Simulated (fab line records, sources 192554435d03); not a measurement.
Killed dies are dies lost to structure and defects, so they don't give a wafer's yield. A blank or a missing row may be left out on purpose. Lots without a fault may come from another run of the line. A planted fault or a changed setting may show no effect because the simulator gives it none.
fab line records | flow n5_finfet
record lots=7 wafers=39
route steps=1938 shown FIN_SAQP@94 STI_FIN_REVEAL@196 HKMG_FIN@388 GATE_CUT@467 BEOL_M4@1111
start_h: hours from the record's first day to the start of the lot's first wafer shown | wait_h: hours since the lot's step before | " the same as in the row above | L1.1+2: a row that stands for several wafers | - no value, or no start given | * or withheld: withheld | < > ~ a bound
route shown NAME@n: a module of which the file shows steps, and the number in the route of the first | usual: mean/standard deviation of fault-free wafers | same: alike in all rows | chamber/n: place in a boat | sites: the reading at each site | _std_site: their standard deviation | _edge_site: outer sites' mean less inner sites' | radius_mm: how far each site lies from the wafer's centre | mask NAME#n: copy n | behind: the tool/chamber that last shaped the wafer | hold: why the lot was held/for how many hours/how that ended | device: the transistor (n, p or np) that didn't switch | end of line: the same wafers' tests at the end of the route | a step without rows: its recipe alone | killed: dies lost to structure and defects at the first sort, not the wafer's yield | map: a wafer's dies, x killed, . not, _ none there
set.NAME: the setting as run; set.NAME@STEP: as run at that earlier step | model.NAME: the simulator's own value behind a step, which no gauge read
lots whose settings were changed on purpose; a table a step, a row a wafer
## steps
# step N5_FIN_SAQP_ALD_61
# recipe material=SiO2 target_thk_a=40 temp_c=300 ald_precursor_family=BDEAS ald_co_reactant=O2-plasma pulse_time_s=1 purge_time_s=2 co_reactant_purge_time_s=2 ald_cycles=43 pressure_torr=2
# step N5_STI_FIN_REVEAL_RECESS_09
# recipe chemistry=HF/NH3 target=SiO2 afs_cycles=11 target_depth_a=425 temp_c=30 sublimation_temp_c=180 sublimation_time_s=60
# step N5_HKMG_FIN_ALD_74
# recipe material=La2O3 target_thk_a=5 temp_c=250 ald_precursor_family=La-Cp ald_co_reactant=O3 pulse_time_s=6 co_reactant_pulse_time_s=1 purge_time_s=3 co_reactant_purge_time_s=3
# step N5_HKMG_FIN_ETCH_32
# recipe chemistry=N2/H2 target=SOC target_depth_a=2400 temp_c=40 time_s=300 ion_energy_ev=200 mask_material=SiARC pressure_mtorr=30 source_w=840 bias_w=150 n2_flow_sccm=200 h2_flow_sccm=200
# step N5_HKMG_FIN_ETCH_35
# recipe chemistry=N2/H2 target=SOC target_depth_a=2158 ion_energy_ev=65 bias_w=5 source_w=3000 time_s=243.4 pressure_mtorr=30 n2_flow_sccm=200 h2_flow_sccm=200
# step N5_HKMG_FIN_ALD_71
# recipe material=TiN target_thk_a=10 temp_c=400 ald_precursor_family=TiCl4 ald_co_reactant=NH3 pulse_time_s=1 purge_time_s=3 co_reactant_purge_time_s=2 co_reactant_pulse_time_s=2 ald_cycles=47 pressure_torr=3
# step N5_GATE_CUT_ETCHBACK_30
# recipe chemistry=Cl2/Ar target=TiN target_depth_a=30 mode=isotropic pressure_mtorr=10 icp_w=600 bias_w=60 Cl2_flow_sccm=40 Ar_flow_sccm=60
# step N5_BEOL_M4_RC_MEAS_101
# usual IOFF_P_LIN=0.098/0.013 IOFF_P_LONG=0.000106/8.5e-06 VT_P=-251/3.5 VT_P_LONG=-275/3.2
# columns lot.wafer tool chamber start_h wait_h set.ald_cycles@FIN_SAQP_ALD_61 set.target_depth_a@STI_FIN_REVEAL_RECESS_09 set.target_thk_a@HKMG_FIN_ALD_74 set.source_w@HKMG_FIN_ETCH_32 set.target_depth_a@HKMG_FIN_ETCH_35 set.ald_cycles@HKMG_FIN_ALD_71 set.target_depth_a@GATE_CUT_ETCHBACK_30 IOFF_P_LIN[nA/um] IOFF_P_LONG[nA/um] VT_P[mV] VT_P_LONG[mV]
L074.1 prober-01 0 169.82 0.0 43 408.7 5 840 2158 51 30 0.121 0.000107 -246 -275
L074.2 " 0 " " 37 408.7 5 840 2341 47 28.9 0.083 0.000105 -254 -276
L074.3 " 0 " " 37 425 5 840 2341 51 28.9 0.093 0.000107 -252 -271
L074.4 " 0 " " 43 425 5.326 840 2341 47 30 0.073 9.7e-05 -257 -277
L074.5 " 0 " " 43 425 5.326 840 2158 47 28.9 0.069 9.2e-05 -259 -277
L074.6 " 0 " " 37 408.7 5.326 840 2158 51 30 0.074 9.6e-05 -259 -279
L077.1 prober-02 0 187.30 0.0 43 425 5 840 2158 47 31.19 0.073 0.000108 -255 -273
L077.2 " 0 " " 43 425 4.526 946 1965 47 31.19 0.122 0.000125 -246 -265
L077.3 " 0 " " 49 425 5 840 1965 47 30 0.093 0.000103 -252 -274
L077.4 " 0 " " 49 425 4.526 946 2158 47 30 0.126 0.000133 -246 -267
L077.5 " 0 " " 49 425 5 946 1965 47 31.19 0.086 0.000104 -252 -273
L077.6 " 0 " " 43 425 4.526 840 2158 47 30 0.115 0.000132 -247 -266
L080.1 prober-02 0 208.12 0.0 43 425 4.557 901.4 2074 51 32.23 0.126 0.000125 -244 -268
L080.2 " 0 " " 43 425 4.557 840 2158 47 32.23 0.127 0.000124 -245 -269
L080.3 " 0 " " 43 425 5 840 2158 51 30 0.090 0.000109 -253 -276
L080.4 " 0 " " 49 425 4.557 840 2074 47 32.23 0.129 0.000127 -242 -268
L080.5 " 0 " " 49 425 5 901.4 2158 47 30 0.099 0.000105 -253 -274
L080.6 " 0 " " 49 425 5 901.4 2074 51 30 0.101 0.000107 -251 -278
L081.2 prober-02 0 211.30 0.2 43 425 5 840 2158 47 30 0.095 0.000115 -249 -270
L081.4 " 0 " " 43 425 5 840 2158 47 30 0.121 0.000117 -246 -278
L081.6 " 0 " " 43 425 5 840 2158 47 30 0.106 0.000116 -249 -275
L085.1 prober-02 0 237.78 0.0 43 425 5 840 2361 47 27.77 0.089 9.6e-05 -253 -279
L085.2 " 0 " " 43 425 5 840 2158 43 30 0.090 0.000104 -253 -278
L085.3 " 0 " " 43 425 4.45 840 2158 43 27.77 0.119 0.000127 -243 -269
L085.4 " 0 " " 39 425 4.45 840 2361 47 27.77 0.135 0.00013 -242 -271
L085.5 " 0 " " 39 425 4.45 840 2158 47 30 0.142 0.000129 -241 -268
L085.6 " 0 " " 39 425 5 840 2361 43 30 0.095 9.8e-05 -253 -276
L089.1 prober-01 0 266.45 0.0 49 425 5.208 840 2158 47 30 0.093 9.1e-05 -256 -282
L089.2 " 0 " " 49 443 5 765.5 2158 47 32.73 0.090 0.000102 -254 -277
L089.3 " 0 " " 43 443 5.208 840 2231 47 32.73 0.098 9.2e-05 -252 -278
L089.4 " 0 " " 43 443 5 765.5 2231 47 32.73 0.084 9.7e-05 -256 -278
L089.5 " 0 " " 43 425 5 840 2158 47 30 0.079 9.8e-05 -258 -277
L089.6 " 0 " " 49 425 5.208 765.5 2231 47 30 0.083 8.8e-05 -257 -284
L096.1 prober-02 0 293.52 0.0 50 425 5.327 883.4 2158 43 28.35 0.083 0.0001 -254 -278
L096.2 " 0 " " 43 425 5 883.4 2158 43 30 0.089 0.000114 -252 -270
L096.3 " 0 " " 43 425 5.327 840 2158 47 28.35 0.078 9.7e-05 -257 -282
L096.4 " 0 " " 43 425 5 840 2158 43 28.35 0.087 0.000111 -248 -274
L096.5 " 0 " " 50 425 5.327 883.4 2158 47 30 0.075 9.4e-05 -260 -278
L096.6 " 0 " " 50 425 5 840 2158 47 30 0.091 0.000112 -251 -274
## key
split step=N5_FIN_SAQP_ALD_61 setting=ald_cycles stated_as=43
response none clear
split step=N5_STI_FIN_REVEAL_RECESS_09 setting=target_depth_a stated_as=425
response none clear
split step=N5_HKMG_FIN_ALD_74 setting=target_thk_a stated_as=5
response step=N5_BEOL_M4_RC_MEAS_101 reading=IOFF_P_LONG slope=-2.4e-06 per=1% together_with=all explained=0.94
response step=N5_BEOL_M4_RC_MEAS_101 reading=VT_P_LONG slope=-0.759 per=1% together_with=all explained=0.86
response step=N5_BEOL_M4_RC_MEAS_101 reading=VT_P slope=-0.938 per=1% together_with=all explained=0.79
response step=N5_BEOL_M4_RC_MEAS_101 reading=IOFF_P_LIN slope=-0.00342 per=1% together_with=all explained=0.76
split step=N5_HKMG_FIN_ETCH_32 setting=source_w stated_as=840
response none clear
split step=N5_HKMG_FIN_ETCH_35 setting=target_depth_a stated_as=2158
response none clear
split step=N5_HKMG_FIN_ALD_71 setting=ald_cycles stated_as=47
response none clear
split step=N5_GATE_CUT_ETCHBACK_30 setting=target_depth_a stated_as=30
response none clear
